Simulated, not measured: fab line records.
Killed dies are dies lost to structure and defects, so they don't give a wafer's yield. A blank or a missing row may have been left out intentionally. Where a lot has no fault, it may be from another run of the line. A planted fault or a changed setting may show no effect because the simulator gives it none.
Which tool is to blame? -- flow nand_harc -- 12 lots, 36 wafers sampled, at 1 step of a route of 1302

WHAT EACH GAUGE READ, for each wafer
NHARC_P_M0_INSPECT_27.
lot,measured,on,raw_defect_count
L075,day 6 16:29,defect_inspect-01,238 297 284
L077,day 7 12:01,defect_inspect-02,313 593 734
L078,day 8 06:41,defect_inspect-01,183 457 305
L081,day 9 06:09,defect_inspect-01,315 312 242
L083,day 9 23:16,defect_inspect-01,432 377 246
L085,day 10 21:46,defect_inspect-02,265 181 213
L087,day 11 09:07,defect_inspect-01,197 195 149
L088,day 12 05:37,defect_inspect-01,119 180 221
L091,day 13 04:47,defect_inspect-02,383 272 381
L093,day 13 22:37,defect_inspect-02,233 440 648
L095,day 15 01:25,defect_inspect-02,204 169 166
L097,day 15 18:24,defect_inspect-01,705 274 230

WHAT TOOL EACH LOT RAN ON (gives the tool, then ch and the chambers of the sampled wafers, and finally the start)
Before these readings, the record contains no process step.

THE ANSWER, worked out from the rows above alone
Rule: the usual values come from the lots themselves. The widest of any qualifying gaps counts: lots, ordered by their means at a reading, are off when they make up no more than a third of the lots, leave a main group of 4 or more, and stand apart from it by 3 or more times the standard deviation of that group's means. The tables above print the reading to a certain number of digits; a main group whose means all agree to those digits is not used. A lot without any number at a reading at which 4 lots or more have one is off too. All remaining lots with rows at the step are treated as sound.
None of the lots is off at any reading shown; this tells nothing.

WHAT THE SIMULATOR HAD PUT IN
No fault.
